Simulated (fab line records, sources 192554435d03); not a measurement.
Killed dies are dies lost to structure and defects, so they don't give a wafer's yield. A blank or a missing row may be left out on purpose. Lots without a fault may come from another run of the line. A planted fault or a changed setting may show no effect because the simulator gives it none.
Chamber matching | flow n5_finfet | N5_FIN_SAQP_PECVD_47 on pecvd-02: 3 sister chambers
The step deposits a-Si from SiH4/He, target thk 45 nm, time 36.3 s. 16 wafers are shown with their chamber, then 8 later ones without.

WAFERS WITH THEIR CHAMBER
wafer  | chamber | throttle_valve_pct (%) | showerhead_plenum_p_Torr (Torr) | heater_power_w (W)
L076.3 | 1       | 18.4                   | 5.64                            | 766
L076.4 | 2       | 16.2                   | 5.60                            | 899
L076.5 | 1       | 18.5                   | 5.63                            | 764
L077.1 | 0       | 19.1                   | 5.74                            | 921
L077.5 | 0       | 19.8                   | 5.75                            | 899
L077.6 | 1       | 18.4                   | 5.63                            | 814
L080.1 | 1       | 18.1                   | 5.65                            | 822
L080.2 | 2       | 16.6                   | 5.63                            | 837
L080.4 | 2       | 16.6                   | 5.62                            | 859
L082.3 | 1       | 18.5                   | 5.63                            | 774
L082.5 | 2       | 16.4                   | 5.61                            | 928
L082.6 | 0       | 19.5                   | 5.73                            | 977
L085.3 | 1       | 18.5                   | 5.64                            | 830
L085.4 | 1       | 18.5                   | 5.64                            | 816
L085.6 | 0       | 19.4                   | 5.74                            | 976
L088.1 | 1       | 18.6                   | 5.64                            | 752

SIGNATURES (means of the wafers above)
reading                  | chamber 0 | chamber 1 | chamber 2 | scatter within a chamber
throttle_valve_pct       | 19.450    | 18.438    | 16.450    | 0.2
showerhead_plenum_p_Torr | 5.7400    | 5.6375    | 5.6150    | 0.00899
heater_power_w           | 943.25    | 792.25    | 880.75    | 35.5
Rule: a wafer's distance from a chamber is the root of the sum, over the readings, of the square of ((its reading less the chamber's mean) divided by the reading's scatter). The wafer belongs to the nearest chamber; if the next one is less than 2 further off, it can't be placed. The scatter: the root of (the sum of the squares of (reading less its chamber's mean) over the shown wafers, divided by (wafers less chambers)).

WAFERS WITHOUT THEIR CHAMBER
wafer  | throttle_valve_pct (%) | showerhead_plenum_p_Torr (Torr) | heater_power_w (W)
L088.3 | 19.8                   | 5.74                            | 858
L088.6 | 18.3                   | 5.65                            | 731
L091.2 | 18.5                   | 5.65                            | 736
L091.4 | 18.3                   | 5.65                            | 742
L091.6 | 16.5                   | 5.61                            | 876
L095.2 | 19.4                   | 5.74                            | 883
L095.3 | 18.7                   | 5.64                            | 741
L095.6 | 18.4                   | 5.63                            | 728

WHICH CHAMBER EACH WENT THROUGH
wafer  | from the rows above | in truth
L088.3 | 0                   | 0
L088.6 | 1                   | 1
L091.2 | 1                   | 1
L091.4 | 1                   | 1
L091.6 | 2                   | 2
L095.2 | 0                   | 0
L095.3 | 1                   | 1
L095.6 | 1                   | 1
Placed correctly: 8 of 8. Can't be placed from these rows: 0. Placed wrongly: 0.
